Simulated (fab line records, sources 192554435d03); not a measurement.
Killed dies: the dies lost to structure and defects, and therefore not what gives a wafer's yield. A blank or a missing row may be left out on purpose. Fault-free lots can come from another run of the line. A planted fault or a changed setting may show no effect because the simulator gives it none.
Comparing a struck lot with a sound one + flow n5 finfet + 20 out of 1938 route steps
Sound: wafers L537.3, L537.4, L537.5. Wafers struck: L531.1, L531.5, L531.6. At the end, the cause is stated.
For every step that has rows: the tool of each side, followed by ch and its chambers, followed by its first start. Under that, the readings that differ: sound wafers + struck wafers + difference of the means + sigmas: that difference in standard deviations of wafers without a fault.
alike: readings with means less than 2 such deviations apart, plus words and numbers identical on both sides. not compared: withheld readings, readings lacking a value on some wafer, bounds such as >300 that could conceal the same value, and numbers that have no deviation in the record and whose values overlap.
A row with sigmas, a row that says differs or no value, or rows on one side alone: a step with any of these is where the two part. When numbers do not overlap yet have no deviation, they are printed without sigmas and do not part them. A reading that every wafer of one side lacks parts them only if that side has two wafers or more.

first, 8 steps without rows for these wafers: N5_BEOL_M14_SPUTTER_45 (material Cu, target thk 100 nm, time 16.67 s); N5_BEOL_M14_ECD_47 (material Cu, target thk 1248 nm); N5_BEOL_M14_ANNEAL_48 (time 90 s); N5_BEOL_M14_CMP_49 (polishes, stops on SiO2, t overpolish 5.2 s, target thk 560 nm); N5_BEOL_M14_PRE_CLEAN_52 (time 15 s); N5_BEOL_M14_DEP_53 (deposits SiCN from 3MS/NH3, target thk 50 nm, time 17.8 s); N5_BEOL_M15_ILD_DEP_00 (deposits SiO2 from TEOS/O2, target thk 1629.3 nm, time 346.1 s); N5_BEOL_M15_COAT_58 (time 60 s, resist thk 89 nm).
N5_BEOL_M15_COAT_04: resist thk 800 nm.
  sound on litho track-04 ch 0, day 16 13:38; struck on litho track-02 ch 0, day 15 15:39
| reading                                    | sound                | struck               | difference | sigmas      |
|--------------------------------------------|----------------------|----------------------|------------|-------------|
| spin speed rpm (rpm)                       | 1703.2 1705.8 1704.1 | 1440.6 1441.1 1441.6 | -263.3     | -99 or more |
| model.coat_of_BEOL_M15_COAT_04.thk nm (nm) | 800.2 803.4 803.4    | 872 870.4 870.6      | +69        |             |
then, 8 steps without rows for these wafers: N5_BEOL_M15_EBR_06; N5_BEOL_M15_SOFTBAKE_05 (time 60 s); N5_BEOL_M15_EXPOSE_07 (exposes mask V14); N5_BEOL_M15_PEB_08 (peb time 90 s); N5_BEOL_M15_DEVELOP_09 (develop time 45 s); N5_BEOL_M15_HARDBAKE_14 (time 120 s); N5_BEOL_M15_DESCUM_15 (chemistry O2, time 7.9 s); N5_BEOL_M15_ETCH_59 (etches BARC in N2/H2, target depth 89 nm, overetch 26.7 nm, time 67.9 s).
N5_BEOL_M15_VIA_ETCH_16: etches SiO2 in C4F8/O2/Ar, target depth 1792.2 nm.
  sound on rie diel-04 ch 2,3, day 16 14:12; struck on rie diel-02 ch 0,1, day 15 16:05
| reading                                    | sound             | struck            | difference | sigmas |
|--------------------------------------------|-------------------|-------------------|------------|--------|
| C4F8_flow_sccm (sccm)                      | 16.01 15.91 15.96 | 16.00 16.08 16.07 | +0.09      | +2     |
| model.coat_of_BEOL_M15_COAT_04.thk nm (nm) | 330.4 339.4 330.6 | 410.6 399.4 403   | +70.9      |        |
  alike: chamber pressure mTorr, drypump motor current A, he outer torr, oes product au, rf vpp V, showerhead plenum p Torr, throttle valve pct
then, 2 steps without rows for these wafers: N5_BEOL_M15_STRIP_63 (strips in O2); N5_PASSIVATION_PROBE_49.

== WHERE THEY PART ==
At N5_BEOL_M15_COAT_04 first; at N5_BEOL_M15_VIA_ETCH_16 last (within this record only).

WHY: the cause the simulator had injected
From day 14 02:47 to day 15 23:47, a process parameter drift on litho track-02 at N5_BEOL_M15_COAT_04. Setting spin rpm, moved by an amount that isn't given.
